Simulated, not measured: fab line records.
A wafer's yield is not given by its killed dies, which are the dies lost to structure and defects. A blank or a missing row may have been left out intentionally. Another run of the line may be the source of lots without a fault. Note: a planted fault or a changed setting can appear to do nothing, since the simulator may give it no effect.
Struck lot and sound lot, side by side    flow nandHarc    18 out of 1159 route steps
Sound: these wafers, L492.1, L492.2, L492.5. Struck: wafers L479.1, L479.3, L479.5. At the end, the cause is stated.
Order at every step that has rows: each side's tool, ch and its chambers, its first start. Under that, the readings that differ: sound wafers    struck wafers    difference of the means    sigmas: that difference in standard deviations of wafers without a fault.
alike: same words and numbers on both sides, and readings whose means sit less than 2 such deviations apart. not compared: any withheld reading, any reading some wafer has no value for, any bound like >300 that may hide the same value, and any number with overlapping values for which the record gives no deviation.
The two part at a step that has a row with sigmas, a row that says differs or no value, or rows on one side only. Numbers that don't overlap but have no deviation are shown without sigmas and don't part them. A reading that every wafer of one side lacks parts them only if that side has two wafers or more.

NHARC_P_ZERO_WELL_CD_MEAS_24: target cd 720 nm.
  sound on cdSem-02 ch 0, day 5 02:31; struck on cdSem-03 ch 0, day 1 20:38
  alike: cdNm
then, 1 step without rows for these wafers: NHARC_P_ZERO_WELL_HARDBAKE_25 (time 80 s).
NHARC_P_ZERO_WELL_DESCUM_26: chemistry O2, time 3 s.
  sound on rieDiel-02 ch 1,2, day 5 02:41; struck on rieDiel-07 ch 0,1,3, day 1 20:49
  alike: drypumpMotorCurrentA, mfcArSccm, oesProductAu, rfVppV, showerheadPlenumPTorr, throttleValvePct
  not compared: rfHoursCounterH
then, 9 steps without rows for these wafers: NHARC_P_ZERO_WELL_IMPLANT_27; NHARC_P_ZERO_WELL_IMPLANT_57; NHARC_P_ZERO_WELL_IMPLANT_58; NHARC_P_ZERO_WELL_STRIP_28 (strips in SPM, time 840 s); NHARC_P_ZERO_WELL_DEHYDRATE_29 (time 120 s); NHARC_P_ZERO_WELL_HMDS_30 (time 30 s); NHARC_P_ZERO_WELL_COAT_31; NHARC_P_ZERO_WELL_SOFTBAKE_32 (time 95 s); NHARC_P_ZERO_WELL_EBR_33.
NHARC_P_ZERO_WELL_EXPOSE_34: exposes mask P PWELL, target cd 720 nm.
  sound on krfScanner-03 ch 0, day 5 04:02; struck on krfScanner-03 ch 0, day 2 14:16
reading  sound                          struck                      difference  sigmas
mask     P_PWELL#0 P_PWELL#0 P_PWELL#0  P_HVPW#0 P_HVPW#0 P_HVPW#0  differs     
then, 2 steps without rows for these wafers: NHARC_P_ZERO_WELL_PEB_35 (peb time 85 s); NHARC_P_ZERO_WELL_DEVELOP_36 (time 70 s).
NHARC_P_ZERO_WELL_CD_MEAS_37: target cd 720 nm.
  sound on cdSem-01 ch 0, day 5 04:11; struck on cdSem-02 ch 0, day 2 14:25
reading    sound              struck  difference                     sigmas
cdNm (nm)  716.7 715.0 719.8  - - -   no value on the struck wafers  
then, 1 step without rows for these wafers: NHARC_P_ZERO_WELL_HARDBAKE_38 (time 80 s).
-- the record jumps here: 18 days lie between the struck wafers' starts before and after (it left off in module P_ZERO_WELL and takes up again in module END, whose first step shown is number 1159 of the route) --
NHARC_END_SORT_01:
  the record has rows for the struck wafers here (prober-01 ch 0, day 20 23:23) and none for the sound ones

== WHERE THEY PART ==
Earliest at NHARC_P_ZERO_WELL_EXPOSE_34; latest, in this record, at NHARC_END_SORT_01.

WHY: what the simulator had put in
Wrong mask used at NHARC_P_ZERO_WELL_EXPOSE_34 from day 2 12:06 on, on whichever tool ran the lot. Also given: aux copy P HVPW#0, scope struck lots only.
